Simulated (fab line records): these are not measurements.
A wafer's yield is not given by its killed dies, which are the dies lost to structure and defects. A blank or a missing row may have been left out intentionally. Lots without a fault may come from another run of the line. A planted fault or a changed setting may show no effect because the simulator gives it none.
Split-lot study	flow n5_finfet	on a route of 1938 steps: 7 lots, 21 wafers read

## THE SPLIT ITSELF
At N5_BEOL_M4_DESCUM_16 (chemistry O2, time 7 s), the setting time_s was moved away from the recipe's 7 s on 8 of the 21 wafers read, by -15.6% to +17.5%. For the rest of the wafers, this setting stayed at what the recipe calls for.

Reading taken at the split's own step.

## THE READING
CAR-EUV_of_BEOL_M4_COAT_05.thk_nm (the simulator's own value, which no gauge read), in nm, at N5_BEOL_M4_DESCUM_16 (chemistry O2, time 7 s). There is no usual value for it anywhere in the file. Here, 13 wafers ran the recipe; their average is 26.1 nm with a standard deviation of 0.13 nm.

wafer	tool, chamber at the split	time_s as run, s	against the recipe	CAR-EUV_of_BEOL_M4_COAT_05.thk_nm, nm	against lot-mates on the recipe
L075.3	rie_diel-01, 3,2	8.223	+17.5%	25.4	-0.6
L075.4	rie_diel-01, 3,2	8.223	+17.5%	25.4	-0.6
L075.5	rie_diel-01, 1	7	recipe	26	-
L074.1	rie_diel-01, 0	7	recipe	26.2	-
L074.5	rie_diel-01, 0	7	recipe	26.2	-
L074.3	rie_diel-01, 1	7	recipe	26	-
L082.2	rie_diel-02, 1	7.91	+13.0%	25.8	-0.2
L082.3	rie_diel-02, 2	7	recipe	26	-
L082.4	rie_diel-02, 0	7.91	+13.0%	25.6	-0.4
L087.1	rie_diel-02, 0	7	recipe	26	-
L087.5	rie_diel-02, 0	7	recipe	26	-
L087.4	rie_diel-02, 1	8.129	+16.1%	25.4	-0.6
L090.2	rie_diel-05, 0	7.714	+10.2%	26	-0.4
L090.4	rie_diel-05, 0	7.714	+10.2%	26	-0.4
L090.3	rie_diel-05, 1	7	recipe	26.4	-
L094.3	rie_diel-01, 2	7	recipe	26	-
L094.5	rie_diel-01, 2	7	recipe	26	-
L094.4	rie_diel-01, 1	7	recipe	26.2	-
L097.1	rie_diel-05, 2	5.905	-15.6%	26.8	+0.6
L097.2	rie_diel-05, 0,3	7	recipe	26.2	-
L097.4	rie_diel-05, 0,3	7	recipe	26.2	-
When a row names more than one chamber, that row covers several wafers, and the file does not tell which wafer ran in which chamber.

FIT RESULTS
A straight line over all 21 wafers: CAR-EUV_of_BEOL_M4_COAT_05.thk_nm changes by -0.0374 nm for each +1% of time_s; r = -0.91; the points scatter about the line by 0.15 nm.
The same after taking each lot's own level away (the mean of its wafers on the recipe; 21 wafers): -0.0342 nm for each +1%; r = -0.96; scatter 0.081 nm.
On that fit, the largest move of time_s shifts the reading by 0.6 nm.
From 26.00 to 26.40 nm: that is the span of the lots' own levels, equal to 3.2 times the standard deviation above.
So the lot-to-lot level changes the slope little: the two slopes agree.
Check: for one of the wafers moved furthest among these (+17.5%), held out of the fit, the line's prediction against its lot-mates is -0.585 nm. Against them it came out at -0.6 nm.

## OTHER SPLITS APPLIED TO THESE WAFERS
These wafers also went through other splits before the reading. Each is held against what the fit with the lots' levels taken away leaves over:
other split on the same wafers	wafers away from the commonest value	r with CAR-EUV_of_BEOL_M4_COAT_05.thk_nm (lot level and that fit taken away)
N5_BEOL_M3_EXPOSE_08 dose_mj	5	+0.18
N5_BEOL_M3_SPUTTER_81 time_s	9	-0.23

## THE FILE'S OWN FIT
CAR-EUV_of_BEOL_M4_COAT_05.thk_nm changes by -0.0346 nm for each +1% of time_s, r = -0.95.
